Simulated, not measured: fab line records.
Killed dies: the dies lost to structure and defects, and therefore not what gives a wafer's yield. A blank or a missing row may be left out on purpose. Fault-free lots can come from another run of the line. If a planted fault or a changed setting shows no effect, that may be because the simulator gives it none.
The tool behind it: which one? ; flow n5_finfet ; 12 lots, 36 wafers sampled, at 4 steps of a route of 1938

WHAT THE GAUGES READ, wafer by wafer
N5_BEOL_M2_INSPECT_13: inspects for defects (brightfield).
lot;measured;on;raw_defect_count
L076;day 7 17:46;defect_inspect-01;466 478 521
L078;day 7 23:38;defect_inspect-02;550 411 338
L079;day 8 04:04;defect_inspect-02;495 647 346
L080;day 8 05:23;defect_inspect-02;525 506 558
L083;day 9 06:46;defect_inspect-01;459 372 379
L085;day 9 15:52;defect_inspect-01;464 329 367
L087;day 9 21:45;defect_inspect-01;290 296 276
L089;day 10 06:07;defect_inspect-01;282 386 464
L091;day 10 19:49;defect_inspect-02;366 412 349
L093;day 11 08:01;defect_inspect-02;468 296 487
L095;day 12 16:05;defect_inspect-01;509 422 397
L097;day 12 17:52;defect_inspect-01;411 333 360

EACH LOT AND THE TOOL THAT RAN IT (in order: tool; ch and the chambers of the sampled wafers; start)
lot;N5_BEOL_M1_ANNEAL_95;N5_BEOL_M1_CMP_52;N5_BEOL_M1_DEP_57
L076;pvd_sputter-01, day 7 15:01;cmp-02 ch 1,2,3, day 7 15:41;pecvd-01 ch 0,1,2, day 7 16:08
L078;pvd_sputter-03, day 7 19:47;cmp-04 ch 0,2,3, day 7 20:25;pecvd-01 ch 0,1, day 7 20:57
L079;pvd_sputter-02, day 7 23:53;cmp-03 ch 2,3, day 8 00:52;pecvd-02 ch 0,1,2, day 8 01:26
L080;pvd_sputter-01, day 8 02:49;cmp-04 ch 1,2,3, day 8 03:31;pecvd-02 ch 0,1,2, day 8 03:56
L083;pvd_sputter-03, day 9 04:08;cmp-02 ch 1,2, day 9 04:46;pecvd-02 ch 0,1,2, day 9 05:16
L085;pvd_sputter-01, day 9 10:14;cmp-02 ch 1,2, day 9 10:55;pecvd-02 ch 0,1, day 9 11:22
L087;pvd_sputter-01, day 9 18:10;cmp-04 ch 0,1, day 9 19:29;pecvd-04 ch 0,1, day 9 19:56
L089;pvd_sputter-02, day 10 03:31;cmp-03 ch 2,3, day 10 04:11;pecvd-01 ch 0,1,2, day 10 04:40
L091;pvd_sputter-01, day 10 17:38;cmp-04 ch 0,1,2, day 10 18:16;pecvd-02 ch 0,1,2, day 10 18:46
L093;pvd_sputter-02, day 11 05:14;cmp-04 ch 0,1,3, day 11 06:13;pecvd-02 ch 0,2, day 11 06:37
L095;pvd_sputter-01, day 12 13:03;cmp-02 ch 0,1,3, day 12 13:46;pecvd-04 ch 0,1, day 12 14:10
L097;pvd_sputter-03, day 12 14:44;cmp-03 ch 0,1,3, day 12 15:25;pecvd-02 ch 0,1, day 12 15:52
- N5_BEOL_M1_ANNEAL_95: time 240 s.
- N5_BEOL_M1_CMP_52: polishes, stops on SiOC, t overpolish 6.8 s, target thk 40 nm.
- N5_BEOL_M1_DEP_57: deposits SiCN from 3MS/NH3, target thk 8 nm, time 14 s.

THE ANSWER, worked out from the rows above alone
Rule: what is usual is taken from the lots themselves. The widest of any qualifying gaps counts: lots, ordered by their means at a reading, are off when they make up no more than a third of the lots, leave a main group of 4 or more, and stand apart from it by 3 or more times the standard deviation of that group's means. A main group is skipped when, at the precision printed for the reading in the tables above, its means are all equal. A lot without any number at a reading at which 4 lots or more have one is off too. The other lots that the step has rows for count as sound.
Nothing can be told from this: no lot is off at any reading shown.

WHAT THE SIMULATOR PUT IN
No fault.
